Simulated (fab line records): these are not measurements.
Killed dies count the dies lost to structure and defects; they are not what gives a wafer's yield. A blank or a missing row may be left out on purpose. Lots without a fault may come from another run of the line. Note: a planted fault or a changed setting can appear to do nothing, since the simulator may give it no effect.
fab line records + flow n5_finfet + part 2 of 2: steps 27 to 31 of 31
record:
- lots: 5
- wafers: 15
- last_day: 18
route steps=1938 shown BEOL_M5@1185 BEOL_M6@1194
lots with no fault: from the same line, run without faults
start_h: hours from the record's first day to the start of the lot's first wafer shown + wait_h: hours from the lot's prior step to this one + " as in the row above + L1.1+2: a single row standing in for several wafers + - no value, or no start given + * or withheld: withheld + < > ~ a bound
route shown NAME@n: a module of which the file shows steps, and the number in the route of the first + usual: average and standard deviation across the fault-free wafers + same: alike in all rows + chamber/n: place in a boat + sites: the reading at each site + _std_site: standard deviation across them + _edge_site: mean of outer sites minus mean of inner sites + radius_mm: how far each site lies from the wafer's centre + mask NAME#n: copy n + behind: the last tool/chamber to shape the wafer + hold: what put the lot on hold/how long, in hours/how the hold closed + device: whichever transistor did not switch (one of n, p or np) + end of line: tests of these same wafers at the route's end + a step with no rows: only its recipe + killed: count of dies lost to structure and defects at first sort (not the wafer's yield) + map: a wafer's dies, x killed, . not, _ none there
set.NAME: the setting that was run; set.NAME@STEP: the one run at that earlier step + model.NAME: the simulator's own value behind a step, which no gauge read
a table for each step, a row for each wafer; lots at some steps of the route
services: the hour from which a tool's chamber was out of use, counted from the record's first day as start_h (under 0 if before that day), plus the number of hours and why
== steps ==
step: N5_BEOL_M6_ETCH_61
recipe:
- chemistry: CF4
- target: SiARC
- target_depth_a: 455
- mask_material: CAR-ArF
- time_s: 75.8
- ion_energy_ev: 80
- pressure_mtorr: 40
- source_w: 545
- bias_w: 36
- Ar_flow_sccm: 100
- cf4_flow_sccm: 100
- ends: cleared
usual:
- cf4_flow_sccm: 100.0/0.35
- drypump_motor_current_A: 5.4/0.38
- etch_rf_on_time_s: 76/3.1
- oes_product_au: 0.69/0.059
- rf_vpp_V: 184.5/1.2
- showerhead_plenum_p_Torr: 2.17/0.063
- throttle_valve_pct: 15.58/0.26
| lot.wafer | tool        | chamber | start_h | wait_h | cf4_flow_sccm | drypump_motor_current_A | etch_rf_on_time_s | oes_product_au | rf_hours_counter_h | rf_vpp_V | showerhead_plenum_p_Torr | throttle_valve_pct |
|-----------|-------------|---------|---------|--------|---------------|-------------------------|-------------------|----------------|--------------------|----------|--------------------------|--------------------|
| L078.1    | rie_diel-05 | 3       | 212.93  | 0.0    | 100.3         | 5.1                     | 78                | 0.70           | 94                 | 183.9    | 2.16                     | 15.69              |
| L078.3    | "           | 1       | "       | "      | 100.2         | 5.6                     | 76                | 0.64           | 149                | 185.2    | 2.22                     | 15.27              |
| L078.6    | "           | 2       | "       | "      | 99.6          | 5.1                     | 77                | 0.84           | -                  | 184.2    | 2.18                     | 15.15              |
| L080.1    | rie_diel-05 | 1       | 227.51  | 0.0    | 100.1         | 5.6                     | 75                | 0.64           | 154                | 183.3    | 2.22                     | 15.28              |
| L080.3    | "           | 3       | "       | "      | 100.3         | 5.1                     | 76                | 0.70           | 99                 | 182.5    | 2.16                     | 15.70              |
| L080.6    | "           | 3       | "       | "      | 100.1         | 5.1                     | 75                | 0.70           | -                  | 184.3    | 2.16                     | 15.70              |
| L085.4    | rie_diel-05 | 1       | 253.65  | 0.0    | 99.6          | 5.6                     | 75                | 0.64           | 164                | 184.1    | 2.22                     | 15.28              |
| L085.5    | "           | 1       | "       | "      | 99.1          | 5.6                     | 75                | 0.64           | -                  | 185.6    | 2.22                     | 15.29              |
| L085.6    | "           | 0       | "       | "      | 100.1         | 5.4                     | 70                | 0.74           | -                  | 183.5    | 2.08                     | 15.67              |
| L093.1    | rie_diel-05 | 3       | 308.94  | 0.0    | 99.9          | 5.1                     | 76                | 0.67           | 125                | 184.0    | 2.15                     | 15.74              |
| L093.3    | "           | 1       | "       | "      | 100.2         | 5.6                     | 75                | 0.62           | 182                | 185.8    | 2.21                     | 15.32              |
| L093.5    | "           | 2       | "       | "      | 99.8          | 5.2                     | 76                | 0.77           | -                  | 185.1    | 2.17                     | 15.20              |
| L096.2    | rie_diel-01 | 3       | 330.01  | 0.0    | 99.1          | 5.7                     | 79                | 0.61           | 177                | 184.8    | 2.15                     | 16.10              |
| L096.3    | "           | 0       | "       | "      | 100.3         | 6.0                     | 74                | 0.78           | 37                 | 185.8    | 2.24                     | 15.35              |
| L096.5    | "           | 0       | "       | "      | 99.4          | 6.0                     | 74                | 0.78           | -                  | 185.1    | 2.24                     | 15.35              |
step: N5_BEOL_M6_ETCH_62
recipe:
- chemistry: N2/H2
- target: SOC
- target_depth_a: 1100
- overetch_a: 220
- mask_material: SiARC
- temp_c: 40
- time_s: 165
- ion_energy_ev: 200
- pressure_mtorr: 30
- source_w: 840
- bias_w: 150
- n2_flow_sccm: 200
- h2_flow_sccm: 200
usual:
- drypump_motor_current_A: 5.5/0.38
- n2_flow_sccm: 200.1/0.58
- oes_product_au: 0.68/0.053
- rf_vpp_V: 525.0/2.4
- showerhead_plenum_p_Torr: 2.59/0.082
- throttle_valve_pct: 17.9/0.32
| lot.wafer | tool        | chamber | start_h | wait_h | drypump_motor_current_A | n2_flow_sccm | oes_product_au | rf_hours_counter_h | rf_vpp_V | showerhead_plenum_p_Torr | throttle_valve_pct |
|-----------|-------------|---------|---------|--------|-------------------------|--------------|----------------|--------------------|----------|--------------------------|--------------------|
| L078.1    | rie_diel-05 | 3       | 212.99  | 0.0    | 5.1                     | 200.0        | 0.70           | 94                 | 524.0    | 2.60                     | 18.2               |
| L078.3    | "           | 1       | "       | "      | 5.6                     | 200.5        | 0.64           | 149                | 527.5    | 2.62                     | 17.2               |
| L078.6    | "           | 2       | "       | "      | 5.1                     | 200.3        | 0.83           | -                  | 526.0    | 2.62                     | 17.6               |
| L080.1    | rie_diel-05 | 1       | 227.56  | 0.0    | 5.6                     | 199.3        | 0.64           | 154                | 526.7    | 2.62                     | 17.3               |
| L080.3    | "           | 3       | "       | "      | 5.1                     | 199.8        | 0.69           | 99                 | 525.8    | 2.59                     | 18.2               |
| L080.6    | "           | 3       | "       | "      | 5.1                     | 199.5        | 0.69           | -                  | 523.3    | 2.59                     | 18.2               |
| L085.4    | rie_diel-05 | 1       | 253.71  | 0.0    | 5.6                     | 200.4        | 0.63           | 165                | 525.2    | 2.61                     | 17.3               |
| L085.5    | "           | 1       | "       | "      | 5.6                     | 200.0        | 0.63           | -                  | 525.1    | 2.62                     | 17.3               |
| L085.6    | "           | 0       | "       | "      | 5.4                     | 200.5        | 0.70           | -                  | 521.4    | 2.45                     | 17.9               |
| L093.1    | rie_diel-05 | 3       | 308.99  | 0.0    | 5.1                     | 200.0        | 0.67           | 125                | 524.0    | 2.58                     | 18.3               |
| L093.3    | "           | 1       | "       | "      | 5.6                     | 200.5        | 0.62           | 182                | 526.4    | 2.61                     | 17.3               |
| L093.5    | "           | 2       | "       | "      | 5.2                     | 200.1        | 0.76           | -                  | 525.4    | 2.61                     | 17.6               |
| L096.2    | rie_diel-01 | 3       | 330.07  | 0.0    | 5.7                     | 199.4        | 0.62           | 177                | 524.1    | 2.53                     | 18.3               |
| L096.3    | "           | 0       | "       | "      | 6.1                     | 199.8        | 0.75           | 37                 | 527.8    | 2.71                     | 17.7               |
| L096.5    | "           | 0       | "       | "      | 6.1                     | 199.1        | 0.76           | -                  | 529.3    | 2.71                     | 17.7               |
step: N5_BEOL_M6_STRIP_68
recipe:
- chemistry: N2/H2
- temp_c: 40
- n2_flow_sccm: 200
- h2_flow_sccm: 200
- rf_frequency_hz: 6e+07
| lot.wafer  | tool        | chamber | start_h | wait_h |
|------------|-------------|---------|---------|--------|
| L078.1+3+6 | rie_diel-05 | 3,1,2   | 213.12  | 0.1    |
| L080.1+3+6 | rie_diel-05 | 1,3,3   | 227.70  | 0.1    |
| L085.4+5+6 | rie_diel-05 | 1,1,0   | 253.84  | 0.1    |
| L093.1+3+5 | rie_diel-05 | 3,1,2   | 309.13  | 0.1    |
| L096.2+3+5 | rie_diel-01 | 3,0,0   | 330.21  | 0.1    |
step: N5_BEOL_M6_STRIP_67
recipe:
- chemistry: CF4
- resist: SiARC
- power_w: 300
- bias_power_w: 75
- pressure_mtorr: 50
- cf4_flow_sccm: 150
- rf_frequency_hz: 6e+07
usual:
- cf4_flow_sccm: 150.0/0.49
- drypump_motor_current_A: 5.4/0.38
- oes_product_au: 0.81/0.063
- rf_vpp_V: 271.8/1.4
- showerhead_plenum_p_Torr: 1.82/0.049
- throttle_valve_pct: 13.55/0.26
| lot.wafer | tool        | chamber | start_h | wait_h | cf4_flow_sccm | drypump_motor_current_A | oes_product_au | rf_hours_counter_h | rf_vpp_V | showerhead_plenum_p_Torr | throttle_valve_pct |
|-----------|-------------|---------|---------|--------|---------------|-------------------------|----------------|--------------------|----------|--------------------------|--------------------|
| L078.1    | rie_diel-05 | 3       | 213.13  | 0.0    | 149.9         | 5.1                     | 0.82           | 94                 | 272.2    | 1.82                     | 13.67              |
| L078.3    | "           | 1       | "       | "      | 149.5         | 5.6                     | 0.75           | 149                | 272.2    | 1.85                     | 13.24              |
| L078.6    | "           | 2       | "       | "      | 148.8         | 5.2                     | 0.99           | -                  | 273.0    | 1.83                     | 13.11              |
| L080.1    | rie_diel-05 | 1       | 227.71  | 0.0    | 149.4         | 5.6                     | 0.75           | 154                | 271.7    | 1.85                     | 13.24              |
| L080.3    | "           | 3       | "       | "      | 149.5         | 5.1                     | 0.83           | 99                 | 271.4    | 1.82                     | 13.72              |
| L080.6    | "           | 3       | "       | "      | 149.8         | 5.1                     | 0.82           | -                  | 270.5    | 1.82                     | 13.69              |
| L085.4    | rie_diel-05 | 1       | 253.85  | 0.0    | 150.3         | 5.6                     | 0.74           | 165                | 273.3    | 1.85                     | 13.28              |
| L085.5    | "           | 1       | "       | "      | 150.0         | 5.6                     | 0.74           | -                  | 271.0    | 1.85                     | 13.28              |
| L085.6    | "           | 0       | "       | "      | 149.7         | 5.4                     | 0.83           | -                  | 269.3    | 1.74                     | 13.60              |
| L093.1    | rie_diel-05 | 3       | 309.14  | 0.0    | 150.9         | 5.1                     | 0.79           | 125                | 271.4    | 1.81                     | 13.77              |
| L093.3    | "           | 1       | "       | "      | 150.8         | 5.6                     | 0.73           | 182                | 272.9    | 1.84                     | 13.32              |
| L093.5    | "           | 2       | "       | "      | 149.6         | 5.2                     | 0.91           | -                  | 272.1    | 1.82                     | 13.17              |
| L096.2    | rie_diel-01 | 3       | 330.22  | 0.0    | 149.6         | 5.7                     | 0.73           | 177                | 271.8    | 1.81                     | 14.08              |
| L096.3    | "           | 0       | "       | "      | 149.5         | 6.0                     | 0.88           | 37                 | 272.5    | 1.87                     | 13.31              |
| L096.5    | "           | 0       | "       | "      | 150.4         | 6.1                     | 0.89           | -                  | 274.8    | 1.87                     | 13.33              |
step: N5_BEOL_M6_HM_OPEN_17
recipe:
- chemistry: Cl2/BCl3
- target_depth_a: 200
- overetch_a: 60
- target: TiN
- mask_material: SOC
- ion_energy_ev: 150
- pressure_mtorr: 10
- icp_w: 1000
- bias_w: 126
- Cl2_flow_sccm: 53.25
- bcl3_flow_sccm: 21.75
- Ar_flow_sccm: 25
usual:
- drypump_motor_current_A: 5.7/0.36
- oes_product_au: 0.68/0.058
- throttle_valve_pct: 22.00/0.25
| lot.wafer | tool         | chamber | start_h | wait_h | drypump_motor_current_A | oes_product_au | rf_hours_counter_h | throttle_valve_pct |
|-----------|--------------|---------|---------|--------|-------------------------|----------------|--------------------|--------------------|
| L078.1    | rie_metal-03 | 1       | 213.17  | 0.0    | 5.9                     | 0.67           | 42                 | 22.19              |
| L078.3    | "            | 0       | "       | "      | 5.6                     | 0.66           | -                  | 21.86              |
| L078.6    | "            | 1       | "       | "      | 5.9                     | 0.66           | -                  | 22.19              |
| L080.1    | rie_metal-02 | 0       | 227.75  | 0.0    | 5.6                     | 0.63           | 52                 | 21.90              |
| L080.3    | "            | 1       | "       | "      | 6.3                     | 0.64           | -                  | 21.62              |
| L080.6    | "            | 1       | "       | "      | 6.3                     | 0.65           | -                  | 21.59              |
| L085.4    | rie_metal-01 | 1       | 253.92  | 0.1    | 5.6                     | 0.81           | -                  | 22.21              |
| L085.5    | "            | 1       | "       | "      | 5.6                     | 0.80           | -                  | 22.21              |
| L085.6    | "            | 0       | "       | "      | 5.2                     | 0.74           | -                  | 22.30              |
| L093.1    | rie_metal-01 | 1       | 309.18  | 0.0    | 5.5                     | 0.77           | 11                 | 22.22              |
| L093.3    | "            | 1       | "       | "      | 5.5                     | 0.78           | -                  | 22.24              |
| L093.5    | "            | 1       | "       | "      | 5.5                     | 0.77           | -                  | 22.23              |
| L096.2    | rie_metal-01 | 1       | 330.26  | 0.0    | 5.5                     | 0.77           | 13                 | 22.22              |
| L096.3    | "            | 0       | "       | "      | 5.2                     | 0.71           | -                  | 22.33              |
| L096.5    | "            | 0       | "       | "      | 5.1                     | 0.72           | -                  | 22.32              |
== services ==
| tool            | chamber | start_h | hours | kind   |
|-----------------|---------|---------|-------|--------|
| pecvd-04        | 1       | 188.20  | 4.6   | repair |
| pecvd-01        | -       | 188.36  | 0.8   | repair |
| cvd_co-02       | 1       | 191.08  | 4.8   | repair |
| cmp-02          | -       | 191.17  | 9.8   | repair |
| arfi_scanner-01 | -       | 191.54  | 1.0   | pm     |
| cvd_co-02       | -       | 199.26  | 2.8   | pm     |
| cvd_co-01       | 0       | 207.82  | 6.1   | repair |
| arfi_scanner-01 | -       | 217.25  | 0.8   | pm     |
| arfi_scanner-03 | -       | 230.26  | 1.0   | pm     |
| arfi_scanner-03 | -       | 231.85  | 0.7   | repair |
| cmp-02          | -       | 239.41  | 4.0   | pm     |
| pecvd-02        | -       | 239.60  | 1.0   | repair |
| pecvd-01        | -       | 242.73  | 2.0   | repair |
| arfi_scanner-01 | -       | 252.93  | 1.0   | pm     |
| cmp-02          | -       | 263.19  | 4.4   | pm     |
| rie_diel-05     | 3       | 264.39  | 4.8   | repair |
| pecvd-01        | 1       | 268.27  | 3.6   | repair |
| rie_metal-01    | -       | 272.73  | 0.1   | repair |
| rie_diel-05     | -       | 272.79  | 2.8   | pm     |
| rie_diel-01     | 1       | 293.56  | 7.0   | repair |
| rie_diel-05     | 0       | 301.41  | 5.1   | repair |
| arfi_scanner-01 | -       | 304.73  | 1.3   | pm     |
| cvd_co-02       | -       | 310.81  | 0.7   | repair |
| pecvd-01        | 2       | 314.61  | 4.8   | repair |
